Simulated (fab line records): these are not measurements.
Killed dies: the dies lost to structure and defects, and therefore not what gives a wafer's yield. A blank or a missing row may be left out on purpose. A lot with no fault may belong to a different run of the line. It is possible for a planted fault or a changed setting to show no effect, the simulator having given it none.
Chamber matching -- flow nand_harc -- pecvd-04 running NHARC_A_CONTACT_DEP_58: 3 sister chambers
The step deposits SiON, target thk 60 nm. 3 wafers are shown with their chamber, then 11 later ones without.

== EACH WAFER AND ITS CHAMBER ==
wafer,chamber,heater_power_w (W)
L090.1,0,699
L090.3,1,728
L088.2,2,638

== WAFERS WHOSE CHAMBER IS MISSING ==
wafer,heater_power_w (W)
L088.3,881
L088.6,770
L089.1,717
L089.2,798
L089.5,640
L091.1,634
L091.4,811
L091.6,829
L092.1,630
L092.3,842
L092.4,619

== WHICH CHAMBER EACH ONE RAN IN ==
wafer,from the rows above,in truth
L088.3,can't be placed: 1 or 0 or 2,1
L088.6,can't be placed: 1 or 0 or 2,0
L089.1,can't be placed: 1 or 0 or 2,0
L089.2,can't be placed: 1 or 0 or 2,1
L089.5,can't be placed: 2 or 0 or 1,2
L091.1,can't be placed: 2 or 0 or 1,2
L091.4,can't be placed: 1 or 0 or 2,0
L091.6,can't be placed: 1 or 0 or 2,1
L092.1,can't be placed: 2 or 0 or 1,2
L092.3,can't be placed: 1 or 0 or 2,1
L092.4,can't be placed: 2 or 0 or 1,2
0 of 11 placed correctly. Can't be placed from these rows: 11 (the true chamber is among the candidates in 11). 0 placed wrongly.
How it was worked out, from the rows above alone: a wafer's distance from a chamber is the root of the sum, over the readings, of the square of ((its reading less the chamber's mean) divided by the reading's scatter). The wafer belongs to the nearest chamber; if the next one is less than 2 further off, it can't be placed. For every chamber, the mean is computed from those of its wafers that are shown. The scatter (one wafer shown for each chamber): square how far every hidden wafer sits from the nearest shown wafer, average those squares and take the square root.
